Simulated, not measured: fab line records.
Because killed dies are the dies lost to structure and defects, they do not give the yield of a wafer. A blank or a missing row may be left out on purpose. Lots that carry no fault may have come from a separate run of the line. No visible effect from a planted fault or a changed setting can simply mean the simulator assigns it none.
3 desks looking at one fault + flow n5 finfet + every desk sees just its own numbers, and what lay behind them comes last

== THE TOOL OWNER'S DESK: rie metal-02 ==
The tool's own readings at N5_BEOL_M8_HM_OPEN_17 (chemistry Cl2/BCl3, target TiN, target depth 20 nm, overetch 6 nm): means of the sampled wafers that have a number, for each lot that ran on this tool. Marked OUT: a lot whose mean sits more than 4 standard deviations from the usual mean, which makes it out of limits; the brackets give that distance.
Columns: A = drypump motor current A at N5_BEOL_M8_HM_OPEN_17, usual 5.7 A; B = mfc ar sccm at N5_BEOL_M8_HM_OPEN_17, usual 25.01 sccm; C = oes product au at N5_BEOL_M8_HM_OPEN_17, usual 0.68 a.u.; D = throttle valve pct at N5_BEOL_M8_HM_OPEN_17, usual 22.20 %
| lot  | first seen here | A   | B     | C    | D     |
|------|-----------------|-----|-------|------|-------|
| L363 | day 10 10:47    | 5.4 | 25.06 | 0.68 | 22.34 |
| L365 | day 10 16:31    | 5.6 | 25.05 | 0.74 | 22.25 |
| L371 | day 12 04:32    | 5.6 | 24.99 | 0.72 | 22.25 |
| L370 | day 12 07:45    | 5.6 | 25.04 | 0.73 | 22.25 |
| L383 | day 15 08:24    | 5.7 | 24.99 | 0.75 | 22.18 |
| L381 | day 15 08:38    | 5.4 | 25.08 | 0.65 | 22.36 |
| L384 | day 15 12:22    | 5.4 | 25.01 | 0.65 | 22.36 |
Finding of this desk: none of the 7 lots has anything out of limits.

== FROM THE METROLOGY DESK ==
Means of the sampled wafers that have a number, per lot and without regard to the tool the lot ran on: this is what the gauges read. Marked OUT: a lot whose mean sits more than 4 standard deviations from the usual mean, which makes it out of limits; the brackets give that distance.
Columns: A = cd nm at N5_BEOL_M8_CD_MEAS_28, usual 40.05 nm
| lot  | first seen here | A     |
|------|-----------------|-------|
| L363 | day 10 12:14    | 40.21 |
| L365 | day 10 18:46    | 39.79 |
| L371 | day 12 06:45    | 39.95 |
| L370 | day 12 09:28    | 40.26 |
| L376 | day 13 22:25    | 40.00 |
| L380 | day 14 12:29    | 39.91 |
| L383 | day 15 10:33    | 39.99 |
| L381 | day 15 10:43    | 40.16 |
| L384 | day 15 14:57    | 40.01 |
Finding of this desk: none of the 9 lots has anything out of limits.

== THE DEFECT DESK ==
Inspection counts along the route, by lot: the mean over sampled wafers that carry a number. Marked OUT: a lot whose mean sits more than 4 standard deviations from the usual mean, which makes it out of limits; the brackets give that distance.
Columns: A = raw defect count at N5_BEOL_M8_INSPECT_30, usual 373
| lot  | first seen here | A              |
|------|-----------------|----------------|
| L363 | day 10 12:19    | 340            |
| L365 | day 10 18:52    | 282            |
| L371 | day 12 06:50    | 904 (+6.2) OUT |
| L370 | day 12 09:34    | 892 (+6.0) OUT |
| L376 | day 13 22:31    | 311            |
| L380 | day 14 12:35    | 338            |
| L383 | day 15 10:38    | 395            |
| L381 | day 15 10:49    | 370            |
| L384 | day 15 15:02    | 440            |
This desk finds L370, L371 out of limits, L371 being first, at day 12 06:50 (raw defect count at N5_BEOL_M8_INSPECT_30). L363, L365, L376, L380, L383, L381, L384 stayed within limits.

== PUT TOGETHER ==
The defect desk could have raised an alarm at day 12 06:50, on L370, L371.
Nothing out of limits was seen by the tool owner's desk.
From the metrology desk's view, nothing was out of limits.
The tool owner's desk has L370, L371 on record, within its limits.
The metrology desk holds a record of L370, L371, inside its limits.
On rie metal-02, each named lot ran N5_BEOL_M8_HM_OPEN_17.

== WHAT WAS PUT IN BY THE SIMULATOR ==
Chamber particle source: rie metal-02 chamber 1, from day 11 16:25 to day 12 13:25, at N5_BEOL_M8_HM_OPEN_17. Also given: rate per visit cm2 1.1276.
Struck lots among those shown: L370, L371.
Hours from the fault's start to each desk's first reading out of limits: the defect desk, 14.
